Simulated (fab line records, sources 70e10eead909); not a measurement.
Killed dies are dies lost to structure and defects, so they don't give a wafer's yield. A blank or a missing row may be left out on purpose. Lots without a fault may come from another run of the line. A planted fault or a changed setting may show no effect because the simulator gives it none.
A struck lot beside a sound one | flow nand_harc | 18 steps out of a route of 1159
Sound: wafers L688.2, L688.3, L688.5. Struck: wafers L685.2, L685.4, L685.5. The cause comes at the end.
At each step with rows: each side's tool, then ch and its chambers, then its first start. Under that, the readings that differ: sound wafers | struck wafers | difference of the means | sigmas: that difference in standard deviations of wafers without a fault.
alike: readings whose means differ by less than 2 such deviations, and words and numbers that are the same on both sides. not compared: withheld readings, readings that some wafer has no value for, bounds like >300 that may hide the same value, and numbers for which the record gives no deviation and whose values overlap.
The two part at a step that has a row with sigmas, a row that says differs or no value, or rows on one side only. Numbers that don't overlap but have no deviation are shown without sigmas and don't part them. A reading that every wafer of one side lacks parts them only if that side has two wafers or more.

first, 1 step without rows for these wafers: NHARC_A_M0_SRD_25.
NHARC_A_M0_INSPECT_27:
  sound on defect_inspect-01, day 21 17:09; struck on defect_inspect-02, day 20 22:23
  alike: raw_defect_count
NHARC_A_M0_PRE_CLEAN_31: time 12 s.
  sound on pecvd-02 ch 0,2, day 21 17:13; struck on pecvd-02 ch 0,1,2, day 20 22:28
  alike: heater_power_w, rf_fwd_power_W
NHARC_A_M0_DEP_32: deposits SiCN, target thk 30 nm.
  sound on pecvd-02 ch 0,2, day 21 17:18; struck on pecvd-02 ch 0,1,2, day 20 22:32
  alike: heater_power_w, rf_fwd_power_W
then, 7 steps without rows for these wafers: NHARC_A_M1_DEP_00 (deposits SiOC, target thk 182.5 nm); NHARC_A_M1_DEHYDRATE_01 (time 120 s); NHARC_A_M1_HMDS_02 (time 30 s); NHARC_A_M1_COAT_34 (time 65 s); NHARC_A_M1_COAT_03 (resist thk 90 nm); NHARC_A_M1_SOFTBAKE_04 (time 55 s); NHARC_A_M1_EBR_05.
NHARC_A_M1_EXPOSE_06: exposes mask A M1, target cd 120 nm.
  sound on arfi_scanner-01 ch 0, day 21 18:25; struck on arfi_scanner-03 ch 0, day 20 23:39
  reading                      | sound                | struck            | difference | sigmas
  model.A_M1.overlay_x_nm (nm) | 0.5112 0.5112 0.5112 | 30.19 30.19 30.19 | +29.68     |
  alike: mask
then, 2 steps without rows for these wafers: NHARC_A_M1_PEB_07 (peb time 65 s); NHARC_A_M1_DEVELOP_08 (develop time 35 s).
NHARC_A_M1_CD_MEAS_09: target cd 120 nm.
  sound on cd_sem-01 ch 0, day 21 18:33; struck on cd_sem-03 ch 0, day 20 23:47
  alike: cd_nm
NHARC_A_M1_OVL_MEAS_10: pitch 240 nm.
  sound on overlay-01, day 21 18:38; struck on overlay-02, day 20 23:52
  reading           | sound       | struck         | difference | sigmas
  overlay_x_nm (nm) | 0.2 0.4 0.4 | 30.3 30.2 30.5 | +30.0      | +27
  alike: overlay_y_nm
NHARC_A_M1_INSPECT_11:
  sound on defect_inspect-02, day 21 18:40; struck on defect_inspect-01, day 20 23:55
  alike: raw_defect_count
then, 1 step without rows for these wafers: NHARC_END_SORT_01.

WHERE THEY PART
Only at NHARC_A_M1_OVL_MEAS_10, within this record. Later steps at which nothing parts them and some readings are alike: NHARC_A_M1_INSPECT_11.

WHY: what the simulator had put in
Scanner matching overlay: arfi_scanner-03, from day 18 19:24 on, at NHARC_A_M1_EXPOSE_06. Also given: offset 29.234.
